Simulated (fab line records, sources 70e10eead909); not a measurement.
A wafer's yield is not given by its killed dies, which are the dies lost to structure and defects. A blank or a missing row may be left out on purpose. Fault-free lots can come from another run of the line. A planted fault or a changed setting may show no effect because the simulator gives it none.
The tool behind it: which one? | flow nand_harc | route of 1159 steps, sampled at 1 step: 13 lots, 38 wafers

WHAT EACH GAUGE READ, for each wafer
NHARC_A_SLIT_INSPECT_11. Usual: raw_defect_count at 20, with a standard deviation of 9.3.
lot  | measured     | on                | raw_defect_count | flag
L536 | day 13 21:28 | defect_inspect-01 | 6 10 19          |
L537 | day 14 13:26 | defect_inspect-02 | 14 11 8          |
L538 | day 14 13:35 | defect_inspect-01 | 20 13 28         |
L540 | day 14 22:46 | defect_inspect-02 | 20 25 25         |
L541 | day 15 14:25 | defect_inspect-02 | 10 6 11          |
L543 | day 16 05:06 | defect_inspect-02 | 27 30 24         |
L545 | day 16 13:53 | defect_inspect-01 | 29 32 26         |
L549 | day 17 05:54 | defect_inspect-01 | 25 21            |
L548 | day 17 11:49 | defect_inspect-02 | 5 9 12           |
L551 | day 18 03:07 | defect_inspect-02 | 32 36 42         |
L553 | day 18 04:16 | defect_inspect-01 | 10 10 8          |
L557 | day 19 08:32 | defect_inspect-01 | 30 29 41         |
L559 | day 20 09:13 | defect_inspect-01 | 25 17 15         |

WHICH TOOL RAN EACH LOT (tool, then ch and the chambers of the sampled wafers, then the start)
Record: no process step prior to these readings.

AS READ BY THE TOOLS THEMSELVES (means over the sampled wafers that have a number; for cases with no such wafer, the mark the record gives instead)
The record holds no such reading with a usual standard deviation.

THE ANSWER, worked out from the rows above alone
Rule: take the mean of a lot's wafers that have a number; if it is more than 3 standard deviations from the usual mean, the lot is off. A lot without any number at a reading at which 4 lots or more have one is off too. Where the step has rows for the other lots, those lots are counted as sound. First the gauges in route order, then the tools' own readings, where a lot's mean is used as printed above. At the first step where some lot is off, the reading lying furthest off is the one used; lots without a number count as furthest.
None of the lots is off at any reading shown; this tells nothing.

WHAT THE SIMULATOR HAD INSERTED
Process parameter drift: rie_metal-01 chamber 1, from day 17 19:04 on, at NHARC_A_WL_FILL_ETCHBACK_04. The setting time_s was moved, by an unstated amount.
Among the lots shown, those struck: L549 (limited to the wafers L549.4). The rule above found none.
